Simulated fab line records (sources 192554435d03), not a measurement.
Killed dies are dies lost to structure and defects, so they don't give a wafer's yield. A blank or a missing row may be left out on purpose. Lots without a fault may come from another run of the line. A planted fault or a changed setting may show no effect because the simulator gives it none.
fab line records	flow n5_finfet
record lots=7	wafers=39
route steps=1938 shown ZERO_LAYER@11 FIN_SAQP@94 STI_FIN_REVEAL@183 HKMG_FIN@397 MOL_CONTACT_COAG@559 BEOL_M2@912 BEOL_M4@1059 BEOL_M6@1198 BEOL_M8@1371 BEOL_M11@1579 BEOL_M14@1749 TV_OPEN@1890 PASSIVATION@1936
start_h: hours from the record's first day to the start of the lot's first wafer shown	wait_h: hours from the lot's prior step to this one	" repeats the value in the row above	L1.1+2: a row that stands for several wafers	- either no value or no given start	* or withheld: withheld	< > ~ a bound
route shown NAME@n: a module of which the file shows steps, and the number in the route of the first	usual: average and standard deviation across the fault-free wafers	same: alike in all rows	chamber/n: place in a boat	sites: readings site by site	_std_site: standard deviation across them	_edge_site: outer sites' mean less inner sites'	radius_mm: for every site, how far away it sits from the centre of the wafer	mask NAME#n: copy n	behind: the tool/chamber that last shaped the wafer	hold: the reason the lot was held/the length of the hold in hours/how it ended	device: which transistor (n, p or np) failed to switch	end of line: tests run on the same wafers once the route is complete	for a step that has no rows: nothing shown but its recipe	killed: dies that structure and defects cost at the first sort, which is not the same as the wafer's yield	map: dies across one wafer; x = killed, . = not, _ = none there
set.NAME: the run value of the setting; set.NAME@STEP: its run value at that earlier step	model.NAME: the simulator's own value behind a step, which no gauge read
lots with deliberately changed settings; one table per step, one row per wafer
## steps
# step N5_ZERO_LAYER_DEVELOP_10
# recipe develop_time_s=60	rinse_liquid=diw	dry=air_spin	dev_temp_c=21
# step N5_FIN_SAQP_ALD_61
# recipe material=SiO2	target_thk_a=40	temp_c=300	ald_precursor_family=BDEAS	ald_co_reactant=O2-plasma	pulse_time_s=1	purge_time_s=2	co_reactant_purge_time_s=2	ald_cycles=43	pressure_torr=2
# step N5_STI_FIN_REVEAL_ALD_00
# recipe material=SiO2	target_thk_a=10	temp_c=300	ald_precursor_family=BDEAS	ald_co_reactant=O2-plasma	pulse_time_s=1	pressure_torr=2
# step N5_HKMG_FIN_DEVELOP_48
# recipe develop_time_s=30	developer=TMAH	resist=CAR-ArF	rinse_liquid=diw	dry=air_spin	dev_temp_c=23
# step N5_MOL_CONTACT_COAG_ALD_27
# recipe material=SiOC	target_thk_a=170	temp_c=400	ald_precursor_family=carbosiloxane	ald_co_reactant=H2-plasma	pulse_time_s=1.5	time_s=2720	purge_time_s=2	co_reactant_purge_time_s=2	ald_cycles=340	pressure_torr=2
# step N5_MOL_CONTACT_COAG_CVD_140
# recipe material=W	target_thk_a=665	mode=selective_fill	temp_c=300	time_s=215
# step N5_BEOL_M2_SPUTTER_88
# recipe material=Cu	target_thk_a=45	temp_c=-20	chamber_pressure_pa=0.07	power_w=withheld	time_s=8.29
# step N5_BEOL_M4_DESCUM_33
# recipe chemistry=O2	time_s=7	source_power_w=50	bias_power_w=20	pressure_mtorr=20	rf_frequency_hz=2.712e+07	temp_c=40	resist=CAR-EUV	o2_flow_sccm=225
# step N5_BEOL_M6_HM_DEP_02
# recipe material=TiN	target_thk_a=200	temp_c=25	chamber_pressure_pa=0.49996
# step N5_BEOL_M8_ETCH_66
# recipe chemistry=N2/H2	target=SOC	target_depth_a=800	overetch_a=160	mask_material=SiARC	temp_c=40	time_s=120	ion_energy_ev=200	pressure_mtorr=30	source_w=840	bias_w=150	n2_flow_sccm=200	h2_flow_sccm=200
# step N5_BEOL_M11_ETCH_41
# recipe chemistry=CH3F/O2	target=SiCN	target_depth_a=426	taper_deg=2	time_s=86	ion_energy_ev=120	mask_material=TiN	pressure_mtorr=30	source_w=395	bias_w=75	Ar_flow_sccm=150	CH3F_flow_sccm=30	O2_flow_sccm=20
# step N5_BEOL_M14_DESCUM_33
# recipe chemistry=O2	time_s=7.9	source_power_w=50	bias_power_w=20	pressure_mtorr=20	rf_frequency_hz=2.712e+07	temp_c=40	o2_flow_sccm=225
# step N5_PASSIVATION_ETCH_15
# recipe chemistry=CF4/N2	target=SiCN	target_depth_a=750	taper_deg=2	time_s=81.2	ion_energy_ev=150	mask_material=SiNx	pressure_mtorr=40	source_w=430	bias_w=70	Ar_flow_sccm=100	cf4_flow_sccm=60	n2_flow_sccm=60
# step N5_PASSIVATION_PROBE_49
# usual killed_at_other=3.6/2.9	killed_dies=101/17	sort_n_pass=1079/17	sort_yield_pct=91.4/1.4
lot.wafer	tool	chamber	start_h	wait_h	set.develop_time_s@ZERO_LAYER_DEVELOP_10	set.ald_cycles@FIN_SAQP_ALD_61	set.target_thk_a@STI_FIN_REVEAL_ALD_00	set.develop_time_s@HKMG_FIN_DEVELOP_48	set.time_s@MOL_CONTACT_COAG_ALD_27	set.target_thk_a@MOL_CONTACT_COAG_CVD_140	set.target_thk_a@BEOL_M2_SPUTTER_88	set.time_s@BEOL_M4_DESCUM_33	set.target_thk_a@BEOL_M6_HM_DEP_02	set.target_depth_a@BEOL_M8_ETCH_66	set.time_s@BEOL_M11_ETCH_41	set.time_s@BEOL_M14_DESCUM_33	set.target_depth_a@PASSIVATION_ETCH_15	killed_at_other	killed_dies	sort_n_pass	sort_yield_pct[%]
L075.1	prober-02	-	341.06	0.0	60	43	14.84	30	2720	665	45	5.444	89.3	800	135.5	7.9	896.5	2	72	1108	93.9
L075.2	prober-02	-	341.11	0.1	60	43	14.84	30	2720	294.9	66.08	7	89.3	643.4	86	11.01	896.5	7	104	1076	91.2
L075.3	prober-02	-	341.16	0.1	60	43	10	45.57	2720	294.9	66.08	5.444	200	800	135.5	7.9	750	0	108	1072	90.8
L075.4	prober-02	-	341.21	0.2	60	43	10	30	2720	294.9	45	7	200	643.4	135.5	11.01	750	7	81	1099	93.1
L075.5	prober-02	-	341.26	0.2	60	43	10	45.57	2720	665	66.08	7	89.3	800	86	11.01	750	3	88	1092	92.5
L075.6	prober-02	-	341.31	0.3	60	43	14.84	45.57	2720	665	45	5.444	200	643.4	86	7.9	896.5	0	114	1038	88.0
L078.1	prober-01	-	349.32	0.0	73.59	24	11.84	30	2720	897.2	45	3.333	132.7	800	48.25	6.513	591.5	13	143	1037	87.9
L078.2	prober-01	-	349.37	0.1	60	43	10	30	2169	897.2	59.86	3.333	132.7	800	86	7.9	750	1	114	1066	90.3
L078.3	prober-01	-	349.42	0.1	60	24	11.84	45.36	2169	665	59.86	3.333	200	800	48.25	6.513	750	2	127	1053	89.2
L078.4	prober-01	-	349.47	0.2	73.59	43	11.84	30	2169	665	45	7	200	800	48.25	7.9	750	1	98	1082	91.7
L078.5	prober-01	-	349.52	0.2	73.59	24	10	45.36	2720	897.2	59.86	7	200	800	86	7.9	591.5	185	287	893	75.7
L078.6	prober-01	-	349.57	0.3	60	43	10	45.36	2720	665	45	7	132.7	800	86	6.513	591.5	142	242	938	79.5
L079.1	prober-02	-	354.61	0.0	79.46	55	15.26	30	2720	313.5	45	7	200	567	86	7.9	750	1	75	1105	93.6
L079.2	prober-02	-	354.66	0.1	79.46	55	10	16.73	2720	665	45	7	311	567	86	12.44	630.1	3	1161	19	1.6
L079.3	prober-02	-	354.71	0.1	79.46	43	10	16.73	2720	313.5	67.25	7	200	800	86	12.44	750	2	113	1067	90.4
L079.4	prober-02	-	354.76	0.2	60	43	10	30	2720	313.5	45	7	311	800	86	12.44	630.1	0	1172	8	0.7
L079.5	prober-02	-	354.81	0.2	60	43	15.26	30	2720	665	67.25	7	311	567	86	7.9	750	1	1170	10	0.8
L079.6	prober-02	-	354.86	0.3	60	55	15.26	16.73	2720	665	67.25	7	200	800	86	7.9	630.1	0	90	1090	92.4
L083.1	prober-01	-	381.38	0.0	60	18	14.65	30	2720	665	45	7	254.1	800	86	7.9	750	4	107	1073	90.9
L083.2	prober-01	-	381.43	0.1	60	18	10	30	2720	904.7	45	5.715	254.1	800	86	7.9	750	2	126	1054	89.3
L083.3	prober-01	-	381.48	0.1	60	43	14.65	14.57	2720	665	45	5.715	200	800	127.9	7.9	630	0	114	1066	90.3
L083.4	prober-01	-	381.53	0.2	92.2	43	14.65	14.57	2720	904.7	45	7	254.1	498.2	127.9	7.9	630	1	109	1071	90.8
L083.5	prober-01	-	381.58	0.2	92.2	43	10	30	2720	904.7	45	7	200	498.2	86	7.9	630	0	110	1070	90.7
L083.6	prober-01	-	381.63	0.3	92.2	18	10	14.57	2720	665	45	5.715	200	498.2	127.9	7.9	750	0	128	1052	89.2
L082.1	prober-02	-	381.59	0.0	84.28	57	10	41.57	2720	665	61.26	7	247	800	86	7.9	750	1	108	1072	90.8
L082.2	prober-02	-	381.64	0.1	60	57	6.691	30	1996	665	61.26	7	200	800	86	7.9	402	1064	1180	0	0
L082.3	prober-02	-	381.69	0.1	60	57	6.691	41.57	2720	865.3	61.26	8.379	247	1112	86	10.29	402	1081	1180	0	0
L082.4	prober-02	-	381.74	0.2	84.28	43	6.691	30	2720	665	45	8.379	200	1112	86	7.9	402	1088	1180	0	0
L082.5	prober-02	-	381.79	0.2	84.28	43	10	30	1996	865.3	45	8.379	200	800	86	10.29	750	4	86	1094	92.7
L082.6	prober-02	-	381.84	0.3	60	43	10	41.57	1996	865.3	45	7	247	1112	86	10.29	750	2	95	1085	91.9
L091.1	prober-01	-	440.37	0.0	60	43	7.259	14.88	1784	870.8	45	7	200	587.7	86	4.847	750	6	110	1070	90.7
L091.2	prober-01	-	440.42	0.1	60	43	10	30	2720	870.8	27.05	7	200	587.7	123.1	4.847	750	2	89	1091	92.5
L091.3	prober-01	-	440.47	0.1	60	43	10	14.88	1784	665	27.05	7	122.8	800	86	4.847	327.9	1048	1180	0	0
L091.4	prober-01	-	440.52	0.2	60	43	10	14.88	2720	870.8	45	7	122.8	800	123.1	7.9	750	1	111	1069	90.6
L091.5	prober-01	-	440.57	0.2	60	43	7.259	30	1784	665	45	7	200	800	123.1	7.9	327.9	1077	1180	0	0
L091.6	prober-01	-	440.62	0.3	60	43	7.259	30	2720	665	27.05	7	122.8	587.7	86	7.9	327.9	1052	1180	0	0
L095.2	prober-01	-	451.53	0.1	60	43	10	30	2720	665	45	7	200	800	86	7.9	750	4	125	1055	89.4
L095.3	prober-01	-	451.58	0.1	60	43	10	30	2720	665	45	7	200	800	86	7.9	750	5	95	1085	91.9
L095.6	prober-01	-	451.73	0.3	60	43	10	30	2720	665	45	7	200	800	86	7.9	750	4	87	1093	92.6
# killed by level:class
L075.1 BEOL_M3:geometric_particle:open=7 BEOL_M4:geometric_particle:open=6 BEOL_M1:geometric_particle:open=5 FIN_SAQP:geometric_particle:open=4 BEOL_M2:geometric_particle:open=4 BEOL_M0_SAQP:geometric_particle:open=4 BEOL_M0_SAQP:geometric_particle:short=4 BEOL_M5:geometric_particle:open=4
L075.2 MOL_CONTACT_COAG:geometric_particle:open=13 STI_FIN_REVEAL:geometric_particle:open=12 BEOL_M3:geometric_particle:open=10 BEOL_M4:geometric_particle:open=8 DUMMY_GATE:geometric_particle:open=6 BEOL_M3:geometric_particle:short=5 BEOL_M0_SAQP:geometric_particle:short=4 BEOL_M0_SAQP:geometric_particle:open=4
L075.3 STI_FIN_REVEAL:geometric_particle:open=11 MOL_CONTACT_COAG:geometric_particle:open=9 BEOL_M1:geometric_particle:short=9 FIN_SAQP:geometric_particle:open=7 BEOL_M4:geometric_particle:open=7 FIN_SAQP:geometric_particle:short=6 GATE_CUT:geometric_particle:short=6 DUMMY_GATE:geometric_particle:open=5
L075.4 FIN_SAQP:geometric_particle:open=6 BEOL_M5:geometric_particle:open=6 STI_FIN_REVEAL:geometric_particle:open=5 BEOL_M0_SAQP:geometric_particle:open=5 BEOL_M1:geometric_particle:open=5 FIN_SAQP:geometric_particle:short=4 DUMMY_GATE:geometric_particle:short=3 DUMMY_GATE:geometric_particle:open=3
L075.5 BEOL_M2:geometric_particle:open=13 BEOL_M4:geometric_particle:open=10 STI_FIN_REVEAL:geometric_particle:open=9 BEOL_M1:geometric_particle:open=7 DUMMY_GATE:geometric_particle:open=6 FIN_SAQP:geometric_particle:short=4 MOL_CONTACT_COAG:geometric_particle:open=4 BEOL_M3:geometric_particle:open=3
L075.6 BEOL_M4:geometric_particle:open=13 BEOL_M2:geometric_particle:open=13 MOL_CONTACT_COAG:geometric_particle:open=12 BEOL_M0_SAQP:geometric_particle:open=8 BEOL_M3:geometric_particle:open=8 BEOL_M0_SAQP:geometric_particle:short=7 DUMMY_GATE:geometric_particle:open=5 STI_FIN_REVEAL:geometric_particle:open=4
L078.1 BEOL_M0_SAQP:geometric_particle:open=15 STI_FIN_REVEAL:geometric_particle:open=14 FIN_SAQP:geometric_particle:open=11 TV_OPEN:area_etch=11 BEOL_M3:geometric_particle:open=10 BEOL_M0_SAQP:geometric_particle:short=9 FIN_SAQP:geometric_particle:short=7 BEOL_M4:geometric_particle:open=7
L078.2 BEOL_M0_SAQP:geometric_particle:short=18 BEOL_M0_SAQP:geometric_particle:open=13 BEOL_M3:geometric_particle:open=12 BEOL_M4:geometric_particle:open=11 FIN_SAQP:geometric_particle:short=7 FIN_SAQP:geometric_particle:open=5 BEOL_M1:geometric_particle:open=5 BEOL_M2:geometric_particle:open=5
L078.3 FIN_SAQP:geometric_particle:short=14 BEOL_M0_SAQP:geometric_particle:short=11 BEOL_M0_SAQP:geometric_particle:open=10 BEOL_M4:geometric_particle:open=9 GATE_CUT:geometric_particle:short=8 STARTING-WAFER:geometric_particle:short=8 BEOL_M2:geometric_particle:open=7 BEOL_M3:geometric_particle:open=7
L078.4 BEOL_M0_SAQP:geometric_particle:open=12 BEOL_M3:geometric_particle:open=10 BEOL_M0_SAQP:geometric_particle:short=8 FIN_SAQP:geometric_particle:open=7 STI_FIN_REVEAL:geometric_particle:open=7 MOL_CONTACT_COAG:geometric_particle:open=7 BEOL_M4:geometric_particle:open=5 STARTING-WAFER:geometric_particle:short=5
L078.5 TV_OPEN:area_etch=185 BEOL_M0_SAQP:geometric_particle:short=15 STI_FIN_REVEAL:geometric_particle:open=10 BEOL_M3:geometric_particle:open=10 MOL_CONTACT_COAG:geometric_particle:open=7 FIN_SAQP:geometric_particle:short=6 BEOL_M0_SAQP:geometric_particle:open=6 BEOL_M2:geometric_particle:open=6
L078.6 TV_OPEN:area_etch=137 BEOL_M0_SAQP:geometric_particle:short=19 BEOL_M3:geometric_particle:open=13 BEOL_M0_SAQP:geometric_particle:open=10 MOL_CONTACT_COAG:geometric_particle:open=7 BEOL_M4:geometric_particle:open=6 STARTING-WAFER:geometric_particle:short=6 FIN_SAQP:geometric_particle:open=5
L079.1 BEOL_M4:geometric_particle:open=10 FIN_SAQP:geometric_particle:open=9 MOL_CONTACT_COAG:geometric_particle:open=7 GATE_CUT:geometric_particle:open=5 GATE_CUT:geometric_particle:short=4 BEOL_M6:geometric_particle:open=4 BEOL_M1:geometric_particle:open=4 BEOL_M2:geometric_particle:open=4
L079.2 BEOL_M6:area_open=1058 FIN_SAQP:geometric_particle:open=11 STI_FIN_REVEAL:geometric_particle:open=10 GATE_CUT:geometric_particle:short=9 GATE_CUT:geometric_particle:open=8 BEOL_M3:geometric_particle:open=8 BEOL_M4:geometric_particle:open=8 BEOL_M2:geometric_particle:open=7
L079.3 MOL_CONTACT_COAG:geometric_particle:open=20 GATE_CUT:geometric_particle:open=9 BEOL_M3:geometric_particle:open=9 FIN_SAQP:geometric_particle:open=7 DUMMY_GATE:geometric_particle:open=6 BEOL_M0_SAQP:geometric_particle:open=6 BEOL_M0_SAQP:geometric_particle:short=5 BEOL_M2:geometric_particle:short=5
L079.4 BEOL_M6:area_open=1091 BEOL_M2:geometric_particle:short=9 MOL_CONTACT_COAG:geometric_particle:open=6 FIN_SAQP:geometric_particle:short=5 BEOL_M4:geometric_particle:open=5 STARTING-WAFER:geometric_particle:open=5 STI_FIN_REVEAL:geometric_particle:open=4 GATE_CUT:geometric_particle:open=4
L079.5 BEOL_M6:area_open=1064 MOL_CONTACT_COAG:geometric_particle:open=18 BEOL_M4:geometric_particle:open=12 BEOL_M2:geometric_particle:open=7 BEOL_M2:geometric_particle:short=7 BEOL_M5:geometric_particle:short=7 BEOL_M3:geometric_particle:open=6 DUMMY_GATE:geometric_particle:open=5
L079.6 FIN_SAQP:geometric_particle:short=10 BEOL_M4:geometric_particle:open=8 STI_FIN_REVEAL:geometric_particle:open=7 DUMMY_GATE:geometric_particle:open=7 BEOL_M3:geometric_particle:open=7 BEOL_M0_SAQP:geometric_particle:open=6 BEOL_M2:geometric_particle:short=6 FIN_SAQP:geometric_particle:open=5
L083.1 STI_FIN_REVEAL:geometric_particle:open=20 MOL_CONTACT_COAG:geometric_particle:open=15 FIN_SAQP:geometric_particle:short=10 GATE_CUT:geometric_particle:open=5 FIN_SAQP:geometric_particle:open=4 GATE_CUT:geometric_particle:short=4 MOL_CONTACT_COAG:geometric_particle:short=4 BEOL_M5:geometric_particle:short=4
L083.2 FIN_SAQP:geometric_particle:open=29 MOL_CONTACT_COAG:geometric_particle:open=13 FIN_SAQP:geometric_particle:short=8 BEOL_M3:geometric_particle:open=8 STI_FIN_REVEAL:geometric_particle:open=7 BEOL_M6:area_open=7 BEOL_M0_SAQP:geometric_particle:short=6 BEOL_M2:geometric_particle:open=6
L083.3 STI_FIN_REVEAL:geometric_particle:open=30 FIN_SAQP:geometric_particle:short=10 MOL_CONTACT_COAG:geometric_particle:open=9 FIN_SAQP:geometric_particle:open=7 STI_FIN_REVEAL:geometric_particle:short=6 BEOL_M3:geometric_particle:open=5 BEOL_M0_SAQP:geometric_particle:open=4 BEOL_M4:geometric_particle:open=4
L083.4 MOL_CONTACT_COAG:geometric_particle:open=20 BEOL_M6:area_open=15 STI_FIN_REVEAL:geometric_particle:open=13 FIN_SAQP:geometric_particle:open=8 FIN_SAQP:geometric_particle:short=5 BEOL_M0_SAQP:geometric_particle:short=5 DUMMY_GATE:geometric_particle:open=4 BEOL_M3:geometric_particle:open=4
L083.5 STI_FIN_REVEAL:geometric_particle:open=25 FIN_SAQP:geometric_particle:short=12 BEOL_M2:geometric_particle:open=11 FIN_SAQP:geometric_particle:open=8 BEOL_M0_SAQP:geometric_particle:open=6 DUMMY_GATE:geometric_particle:open=6 MOL_CONTACT_COAG:geometric_particle:open=5 STARTING-WAFER:geometric_particle:open=5
L082.1 STI_FIN_REVEAL:geometric_particle:open=11 BEOL_M3:geometric_particle:open=10 BEOL_M0_SAQP:geometric_particle:open=9 BEOL_M4:geometric_particle:open=9 BEOL_M1:geometric_particle:open=8 FIN_SAQP:geometric_particle:short=5 GATE_CUT:geometric_particle:short=5 MOL_CONTACT_COAG:geometric_particle:open=5
L083.6 FIN_SAQP:geometric_particle:short=13 BEOL_M0_SAQP:geometric_particle:open=13 FIN_SAQP:geometric_particle:open=11 MOL_CONTACT_COAG:geometric_particle:open=11 BEOL_M3:geometric_particle:open=9 STI_FIN_REVEAL:geometric_particle:open=8 BEOL_M0_SAQP:geometric_particle:short=8 BEOL_M1:geometric_particle:open=8
L082.2 TV_OPEN:area_etch=1058 FIN_SAQP:geometric_particle:short=13 STI_FIN_REVEAL:geometric_particle:open=11 BEOL_M3:geometric_particle:open=11 BEOL_M4:geometric_particle:open=11 STARTING-WAFER:geometric_particle:open=8 FIN_SAQP:geometric_particle:open=7 DUMMY_GATE:geometric_particle:open=6
L082.3 TV_OPEN:area_etch=1080 STI_FIN_REVEAL:geometric_particle:open=21 BEOL_M1:geometric_particle:open=10 BEOL_M3:geometric_particle:open=7 FIN_SAQP:geometric_particle:open=6 MOL_CONTACT_COAG:geometric_particle:open=6 BEOL_M0_SAQP:geometric_particle:short=6 BEOL_M0_SAQP:geometric_particle:open=5
L082.4 TV_OPEN:area_etch=1083 BEOL_M1:geometric_particle:open=14 BEOL_M2:geometric_particle:open=8 BEOL_M3:geometric_particle:open=7 BEOL_M4:geometric_particle:open=7 DUMMY_GATE:geometric_particle:open=5 MOL_CONTACT_COAG:geometric_particle:open=5 BEOL_M0_SAQP:geometric_particle:short=5
L082.5 BEOL_M1:geometric_particle:open=9 BEOL_M3:geometric_particle:open=8 GATE_CUT:geometric_particle:short=7 BEOL_M0_SAQP:geometric_particle:short=6 BEOL_M4:geometric_particle:open=6 DUMMY_GATE:geometric_particle:open=5 BEOL_M0_SAQP:geometric_particle:open=5 DUMMY_GATE:geometric_particle:short=4
L082.6 BEOL_M1:geometric_particle:open=11 DUMMY_GATE:geometric_particle:open=10 BEOL_M3:geometric_particle:open=10 BEOL_M4:geometric_particle:open=8 BEOL_M0_SAQP:geometric_particle:short=8 MOL_CONTACT_COAG:geometric_particle:open=5 BEOL_M1:geometric_particle:short=5 FIN_SAQP:geometric_particle:open=4
L091.1 MOL_CONTACT_COAG:geometric_particle:open=10 FIN_SAQP:geometric_particle:open=8 BEOL_M0_SAQP:geometric_particle:open=8 STI_FIN_REVEAL:geometric_particle:open=7 BEOL_M0_SAQP:geometric_particle:short=6 BEOL_M3:geometric_particle:open=6 BEOL_M4:geometric_particle:open=6 BEOL_M5:geometric_particle:open=6
L091.2 STI_FIN_REVEAL:geometric_particle:open=13 MOL_CONTACT_COAG:geometric_particle:open=13 BEOL_M0_SAQP:geometric_particle:short=6 BEOL_M0:geometric_particle:short=6 BEOL_M5:geometric_particle:open=6 BEOL_M1:geometric_particle:open=5 BEOL_M4:geometric_particle:open=5 BEOL_M2:geometric_particle:open=4
L091.3 TV_OPEN:area_etch=1046 BEOL_M1:geometric_particle:open=14 STI_FIN_REVEAL:geometric_particle:open=12 MOL_CONTACT_COAG:geometric_particle:open=11 BEOL_M4:geometric_particle:open=8 BEOL_M0_SAQP:geometric_particle:short=7 BEOL_M2:geometric_particle:open=6 BEOL_M3:geometric_particle:open=6
L091.4 MOL_CONTACT_COAG:geometric_particle:open=17 BEOL_M4:geometric_particle:open=14 BEOL_M2:geometric_particle:open=11 STI_FIN_REVEAL:geometric_particle:open=7 BEOL_M3:geometric_particle:open=7 BEOL_M0_SAQP:geometric_particle:short=5 BEOL_M0_SAQP:geometric_particle:open=5 BEOL_M1:geometric_particle:open=5
L091.5 TV_OPEN:area_etch=1077 MOL_CONTACT_COAG:geometric_particle:open=23 STI_FIN_REVEAL:geometric_particle:open=13 BEOL_M0_SAQP:geometric_particle:short=8 BEOL_M0_SAQP:geometric_particle:open=7 BEOL_M1:geometric_particle:open=6 MOL_CONTACT_COAG:geometric_particle:short=5 BEOL_M2:geometric_particle:open=5
L091.6 TV_OPEN:area_etch=1052 MOL_CONTACT_COAG:geometric_particle:open=23 STI_FIN_REVEAL:geometric_particle:open=16 BEOL_M4:geometric_particle:open=13 FIN_SAQP:geometric_particle:short=8 BEOL_M2:geometric_particle:open=8 BEOL_M3:geometric_particle:open=6 BEOL_M0:geometric_particle:open=6
L095.2 BEOL_M4:geometric_particle:open=16 BEOL_M0_SAQP:geometric_particle:short=11 GATE_CUT:geometric_particle:short=9 MOL_CONTACT_COAG:geometric_particle:open=9 FIN_SAQP:geometric_particle:short=7 BEOL_M0_SAQP:geometric_particle:open=7 BEOL_M2:geometric_particle:open=7 FIN_SAQP:geometric_particle:open=6
L095.3 BEOL_M3:geometric_particle:open=8 BEOL_M4:geometric_particle:open=8 STI_FIN_REVEAL:geometric_particle:open=7 BEOL_M0_SAQP:geometric_particle:open=7 STARTING-WAFER:geometric_particle:short=6 BEOL_M0_SAQP:geometric_particle:short=6 BEOL_M2:geometric_particle:open=6 MOL_CONTACT_COAG:geometric_particle:open=5
L095.6 BEOL_M4:geometric_particle:open=9 BEOL_M2:geometric_particle:open=8 GATE_CUT:geometric_particle:open=7 GATE_CUT:geometric_particle:short=6 FIN_SAQP:geometric_particle:open=5 FIN_SAQP:geometric_particle:short=5 STARTING-WAFER:geometric_particle:short=5 BEOL_M4:geometric_particle:short=5
## key
split step=N5_ZERO_LAYER_DEVELOP_10	setting=develop_time_s	stated_as=60
response none clear
split step=N5_FIN_SAQP_ALD_61	setting=ald_cycles	stated_as=43
response none clear
split step=N5_STI_FIN_REVEAL_ALD_00	setting=target_thk_a	stated_as=10
response none clear
split step=N5_HKMG_FIN_DEVELOP_48	setting=develop_time_s	stated_as=30
response none clear
split step=N5_MOL_CONTACT_COAG_ALD_27	setting=time_s	stated_as=2720
response none clear
split step=N5_MOL_CONTACT_COAG_CVD_140	setting=target_thk_a	stated_as=665
response none clear
split step=N5_BEOL_M2_SPUTTER_88	setting=target_thk_a	stated_as=45
response none clear
split step=N5_BEOL_M4_DESCUM_33	setting=time_s	stated_as=7
response none clear
split step=N5_BEOL_M6_HM_DEP_02	setting=target_thk_a	stated_as=200
response none clear
split step=N5_BEOL_M8_ETCH_66	setting=target_depth_a	stated_as=800
response none clear
split step=N5_BEOL_M11_ETCH_41	setting=time_s	stated_as=86
response none clear
split step=N5_BEOL_M14_DESCUM_33	setting=time_s	stated_as=7.9
response none clear
split step=N5_PASSIVATION_ETCH_15	setting=target_depth_a	stated_as=750
response step=N5_PASSIVATION_PROBE_49	reading=killed_at_other	slope=-16.9	per=1%	together_with=all	explained=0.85
response step=N5_PASSIVATION_PROBE_49	reading=sort_n_pass	slope=+19.9	per=1%	together_with=all	explained=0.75
response step=N5_PASSIVATION_PROBE_49	reading=sort_yield_pct	slope=+1.69	per=1%	together_with=all	explained=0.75
response step=N5_PASSIVATION_PROBE_49	reading=killed_dies	slope=-19.9	per=1%	together_with=all	explained=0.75
